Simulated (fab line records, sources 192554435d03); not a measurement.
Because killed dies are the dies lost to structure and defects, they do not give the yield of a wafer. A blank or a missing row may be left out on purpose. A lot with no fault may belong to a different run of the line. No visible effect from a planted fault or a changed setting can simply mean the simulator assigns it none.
A lot that was struck, set against a sound lot || flow n5Finfet || 36 steps out of a route of 1938
Sound: these wafers, L883.1, L883.2, L883.3. Struck: wafer L889.1. (L889.5 of the same lot was not struck and is left out.) The cause comes at the end.
For every step that has rows: the tool of each side, followed by ch and its chambers, followed by its first start. Under that, the readings that differ: sound wafers || struck wafers || difference of the means || sigmas: that difference in standard deviations of wafers without a fault.
alike: readings with means less than 2 such deviations apart, plus words and numbers identical on both sides. not compared: withheld readings, readings lacking a value on some wafer, bounds such as >300 that could conceal the same value, and numbers that have no deviation in the record and whose values overlap.
The two part at a step that has a row with sigmas, a row that says differs or no value, or rows on one side only. Numbers that have no deviation but don't overlap get no sigmas and don't part them. A reading that every wafer of one side lacks parts them only if that side has two wafers or more.

first, 9 steps without rows for these wafers: N5_BEOL_M13_PRE_CLEAN_42 (time 30 s); N5_BEOL_M13_SPUTTER_43 (material TaN, target thk 15 nm, time 24.19 s); N5_BEOL_M13_SPUTTER_44 (material Ta, target thk 10 nm, time 16.13 s); N5_BEOL_M13_SPUTTER_45 (material Cu, target thk 80 nm, time 13.33 s); N5_BEOL_M13_ECD_47 (material Cu, target thk 936 nm); N5_BEOL_M13_ANNEAL_48 (time 90 s); N5_BEOL_M13_CMP_49 (polishes, stops on SiOC, t overpolish 17.1 s, target thk 420 nm); N5_BEOL_M13_PRE_CLEAN_52 (time 15 s); N5_BEOL_M13_DEP_53 (deposits SiCN from 3MS/NH3, target thk 50 nm, time 17.8 s).
N5_BEOL_M14_ILD_DEP_00: deposits SiO2 from TEOS/O2, target thk 1119.3 nm, time 237.4 s.
  sound on pecvd-03 ch 0,1,2, day 11 22:52; struck on pecvd-03 ch 0, day 14 00:14
{"reading": "model.SiO2_of_BEOL_M14_ILD_DEP_00.thkNm (nm)", "sound": "1125 1099 1114", "struck": 1201, "difference": "+88", "sigmas": ""}
  alike: heaterPowerW, showerheadPlenumPTorr, throttleValvePct
N5_BEOL_M14_THK_MEAS_01:
  sound on filmMetro-02 at day 11 23:03; struck on filmMetro-01 at day 14 00:26
{"reading": "M14_ILD_THK (nm)", "sound": "1125 1098 1113", "struck": 1202, "difference": "+90", "sigmas": "+6"}
then, 10 steps without rows for these wafers: N5_BEOL_M14_COAT_58 (time 60 s, resist thk 89 nm); N5_BEOL_M14_COAT_04 (resist thk 800 nm); N5_BEOL_M14_EBR_06; N5_BEOL_M14_SOFTBAKE_05 (time 60 s); N5_BEOL_M14_EXPOSE_07 (exposes mask V13); N5_BEOL_M14_PEB_08 (peb time 90 s); N5_BEOL_M14_DEVELOP_09 (develop time 45 s); N5_BEOL_M14_HARDBAKE_14 (time 120 s); N5_BEOL_M14_DESCUM_15 (chemistry O2, time 7.9 s); N5_BEOL_M14_ETCH_59 (etches BARC in N2/H2, target depth 89 nm, overetch 26.7 nm, time 67.9 s).
N5_BEOL_M14_VIA_ETCH_16: etches SiO2 in C4F8/O2/Ar, target depth 1231.3 nm.
  sound on rieDiel-02 ch 1,2,3, day 11 23:56; struck on rieDiel-04 ch 2, day 14 00:55
{"reading": "model.etch.depthNm (nm)", "sound": "1125 1099 1114", "struck": 1201, "difference": "+88", "sigmas": ""}
{"reading": "model.coat_of_BEOL_M14_COAT_04.thkNm (nm)", "sound": "454.4 458.8 456.4", "struck": 430.8, "difference": -25.7, "sigmas": ""}
  alike: C4F8_flow_sccm, chamberPressureMTorr, drypumpMotorCurrentA, heOuterTorr, oesProductAu, rfVppV, showerheadPlenumPTorr, throttleValvePct
then, 13 steps without rows for these wafers: N5_BEOL_M14_STRIP_63 (strips in O2); N5_BEOL_M14_STRIP_64 (strips in O2); N5_BEOL_M14_STRIP_71 (strips in post etch residue remover, time 60 s); N5_BEOL_M14_SRD_72 (time 30 s, dry time 30 s); N5_BEOL_M14_COAT_65 (time 60 s, resist thk 450 nm); N5_BEOL_M14_COAT_66 (time 60 s, resist thk 110 nm); N5_BEOL_M14_COAT_22 (resist thk 300 nm); N5_BEOL_M14_EBR_24; N5_BEOL_M14_SOFTBAKE_23 (time 60 s); N5_BEOL_M14_EXPOSE_25 (exposes mask M14, target cd 280 nm); N5_BEOL_M14_PEB_26 (peb time 90 s); N5_BEOL_M14_DEVELOP_27 (develop time 45 s); N5_BEOL_M14_HARDBAKE_32 (time 120 s).
N5_BEOL_M14_CMP_49: polishes, stops on SiO2, t overpolish 5.2 s, target thk 560 nm.
  sound on cmp-02 ch 0,2,3, day 12 04:52; struck on cmp-04 ch 2, day 14 06:10
{"reading": "model.SiO2_of_BEOL_M14_ILD_DEP_00.thkNm (nm)", "sound": "1045 1019 1034", "struck": 1122, "difference": "+89", "sigmas": ""}
  alike: motorCurrentA, retainingRingPressureFrac

## WHERE THEY PART
Only at N5_BEOL_M14_THK_MEAS_01, within this record. Later steps at which nothing parts them and some readings are alike: N5_BEOL_M14_VIA_ETCH_16, N5_BEOL_M14_CMP_49.

WHY: whatever the simulator had introduced
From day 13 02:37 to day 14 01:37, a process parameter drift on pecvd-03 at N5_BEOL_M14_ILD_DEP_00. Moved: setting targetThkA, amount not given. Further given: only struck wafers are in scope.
